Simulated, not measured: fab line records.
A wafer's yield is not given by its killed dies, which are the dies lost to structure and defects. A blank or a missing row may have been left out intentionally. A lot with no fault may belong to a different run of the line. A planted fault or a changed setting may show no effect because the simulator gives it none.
Split-lot trial ; flow n5-finfet ; 21 wafers read across 7 lots, on a route 1938 steps long

## ON THE SPLIT
At N5_HKMG_FIN_ETCH_58 (etches SOC in N2/H2, target depth 215.8 nm, time 741 s), the setting source-w was moved away from the recipe's 875 W on 6 of the 21 wafers read, by -17.1% to +14.0%. All remaining wafers had this setting at the recipe value.

The reading comes from the split's own step.

## THE READING
rf-vpp-V, in V, at N5_HKMG_FIN_ETCH_58 (etches SOC in N2/H2, target depth 215.8 nm, time 741 s). A value of 98.9 V with a standard deviation of 0.98 V is what fault-free wafers of this fab line usually give.

wafer;tool, chamber at the split;source-w as run, W;against the recipe;rf-vpp-V, V;against lot-mates on the recipe
L076.2;rie-diel-03, 3;875;recipe;99.1;-
L076.3;rie-diel-03, 2;875;recipe;98.9;-
L076.4;rie-diel-03, 2;997.7;+14.0%;92.0;-7.0
L078.1;rie-diel-03, 3;779.4;-10.9%;104.7;+7.2
L078.4;rie-diel-03, 2;779.4;-10.9%;103.4;+5.9
L078.6;rie-diel-03, 0;875;recipe;97.5;-
L079.1;rie-diel-03, 2;875;recipe;98.2;-
L079.2;rie-diel-03, 3;725.1;-17.1%;104.3;+6.0
L079.4;rie-diel-03, 1;875;recipe;98.3;-
L084.1;rie-diel-03, 3;758.2;-13.3%;104.7;+5.8
L084.3;rie-diel-03, 2;875;recipe;97.8;-
L084.6;rie-diel-03, 3;875;recipe;100.0;-
L087.1;rie-diel-02, 2;875;recipe;99.2;-
L087.4;rie-diel-02, 0;875;recipe;98.3;-
L087.5;rie-diel-02, 0;985.5;+12.6%;94.6;-4.2
L088.1;rie-diel-02, 3;875;recipe;98.6;-
L088.5;rie-diel-02, 0;875;recipe;98.8;-
L088.6;rie-diel-02, 3;875;recipe;100.3;-
L090.3;rie-diel-04, 0;875;recipe;99.8;-
L090.5;rie-diel-04, 1;875;recipe;100.1;-
L090.6;rie-diel-04, 0;875;recipe;99.3;-

THE FIT
A straight line over all 21 wafers: rf-vpp-V changes by -0.406 V for each +1% of source-w; r = -0.95; the points scatter about the line by 0.94 V.
The same after taking each lot's own level away (the mean of its wafers on the recipe; 21 wafers): -0.442 V for each +1%; r = -0.96; scatter 0.93 V.
That fit puts the effect of the largest move of source-w on the reading at 7.6 V.
The lots' own levels span 97.50 to 99.73 V, that is 2.3 times the standard deviation above.
The two slopes are in agreement: the lot-to-lot level therefore moves the slope only a little.
Check: for one of the wafers moved furthest among these (-17.1%), held out of the fit, the line's prediction against its lot-mates is +8.37 V. Against them it came out at +6.05 V.
Tool readings at the split's step, against how far the setting was moved: rf-vpp-V r = -0.95.

## FURTHER SPLITS ON THESE WAFERS
These wafers also went through other splits before the reading. Each is held against what the fit with the lots' levels taken away leaves over:
other split on the same wafers;wafers away from the commonest value;r with rf-vpp-V (lot level and that fit taken away)
N5_HKMG_FIN_EXPOSE_46 dose-mj;11;+0.11

## THE WHOLE CHAIN: every reading that the file lists as answering this split, in the file's order
step;what it does;reading;change (the file's fit);r (the file's)
N5_HKMG_FIN_ETCH_58;etches SOC in N2/H2, target depth 215.8 nm, time 741 s;rf-vpp-V;-0.428 V for each +1% of the setting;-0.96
N5_HKMG_FIN_ETCH_58;etches SOC in N2/H2, target depth 215.8 nm, time 741 s;SOC_of_HKMG_FIN_COAT_41.thk-nm (the simulator's own value, which no gauge read);-1.93 nm for each +1% of the setting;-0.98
N5_HKMG_FIN_ETCH_58;etches SOC in N2/H2, target depth 215.8 nm, time 741 s;etch.depth-nm (the simulator's own value, which no gauge read);+1.92 nm for each +1% of the setting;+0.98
N5_HKMG_FIN_ETCH_58;etches SOC in N2/H2, target depth 215.8 nm, time 741 s;HKMG_FIN.feature-depth-nm (the simulator's own value, which no gauge read);+1.92 nm for each +1% of the setting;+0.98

## FILE'S OWN FIT
rf-vpp-V changes by -0.428 V for each +1% of source-w, r = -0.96.
